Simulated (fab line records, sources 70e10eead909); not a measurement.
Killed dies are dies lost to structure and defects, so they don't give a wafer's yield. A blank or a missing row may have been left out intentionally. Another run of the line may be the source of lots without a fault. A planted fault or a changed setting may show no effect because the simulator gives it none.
Matching of chambers :: flow nand harc :: NHARC_A_STAIRCASE_DESCUM_11 on rie diel-08: 3 sister chambers
The step chemistry O2, time 3 s. 14 wafers are shown with their chamber, then 4 later ones without.

EACH WAFER AND ITS CHAMBER
wafer: L075.1
chamber: 1
drypump motor current A (A): 5.6
showerhead plenum p Torr (Torr): 1.91
oes product au (a.u.): 0.992

wafer: L075.3
chamber: 0
drypump motor current A (A): 5.5
showerhead plenum p Torr (Torr): 1.90
oes product au (a.u.): 0.986

wafer: L075.5
chamber: 1
drypump motor current A (A): 5.7
showerhead plenum p Torr (Torr): 1.91
oes product au (a.u.): 1.005

wafer: L076.1
chamber: 1
drypump motor current A (A): 5.6
showerhead plenum p Torr (Torr): 1.91
oes product au (a.u.): 0.994

wafer: L076.4
chamber: 2
drypump motor current A (A): 6.2
showerhead plenum p Torr (Torr): 1.88
oes product au (a.u.): 1.003

wafer: L076.5
chamber: 0
drypump motor current A (A): 5.5
showerhead plenum p Torr (Torr): 1.90
oes product au (a.u.): 0.984

wafer: L083.1
chamber: 1
drypump motor current A (A): 5.6
showerhead plenum p Torr (Torr): 1.90
oes product au (a.u.): 0.994

wafer: L083.3
chamber: 0
drypump motor current A (A): 5.5
showerhead plenum p Torr (Torr): 1.89
oes product au (a.u.): 0.986

wafer: L083.6
chamber: 1
drypump motor current A (A): 5.6
showerhead plenum p Torr (Torr): 1.90
oes product au (a.u.): 0.986

wafer: L082.1
chamber: 2
drypump motor current A (A): 6.2
showerhead plenum p Torr (Torr): 1.87
oes product au (a.u.): 0.988

wafer: L082.2
chamber: 1
drypump motor current A (A): 5.7
showerhead plenum p Torr (Torr): 1.90
oes product au (a.u.): 0.981

wafer: L082.4
chamber: 0
drypump motor current A (A): 5.5
showerhead plenum p Torr (Torr): 1.89
oes product au (a.u.): 0.989

wafer: L084.2
chamber: 1
drypump motor current A (A): 5.6
showerhead plenum p Torr (Torr): 1.90
oes product au (a.u.): 0.997

wafer: L084.5
chamber: 2
drypump motor current A (A): 6.2
showerhead plenum p Torr (Torr): 1.87
oes product au (a.u.): 1.001

SIGNATURES (means of the wafers above)
reading: drypump motor current A
chamber 0: 5.500
chamber 1: 5.629
chamber 2: 6.200
scatter within a chamber: 0.036

reading: showerhead plenum p Torr
chamber 0: 1.8950
chamber 1: 1.9043
chamber 2: 1.8733
scatter within a chamber: 0.00554

reading: oes product au
chamber 0: 0.98625
chamber 1: 0.99271
chamber 2: 0.99733
scatter within a chamber: 0.00675
Rule: a wafer's distance from a chamber is the root of the sum, over the readings, of the square of ((its reading less the chamber's mean) divided by the reading's scatter). The wafer belongs to the nearest chamber; if the next one is less than 2 further off, it can't be placed. How the scatter is found: for the shown wafers, subtract from each reading the mean of its chamber, square and add these, divide the total by (wafers less chambers), then take the root.

WAFERS MISSING THEIR CHAMBER
wafer: L086.1
drypump motor current A (A): 5.5
showerhead plenum p Torr (Torr): 1.89
oes product au (a.u.): 1.008

wafer: L094.2
drypump motor current A (A): 6.2
showerhead plenum p Torr (Torr): 1.86
oes product au (a.u.): 0.988

wafer: L094.5
drypump motor current A (A): 5.5
showerhead plenum p Torr (Torr): 1.89
oes product au (a.u.): 0.979

wafer: L094.6
drypump motor current A (A): 5.7
showerhead plenum p Torr (Torr): 1.89
oes product au (a.u.): 0.995

CHAMBER TAKEN BY EACH
wafer: L086.1
from the rows above: can't be placed: 0 or 1
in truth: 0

wafer: L094.2
from the rows above: 2
in truth: 2

wafer: L094.5
from the rows above: 0
in truth: 0

wafer: L094.6
from the rows above: 1
in truth: 1
3 of 4 placed correctly. These rows do not allow placing 1 (true chamber among the candidates in 1). Wrongly placed: 0.
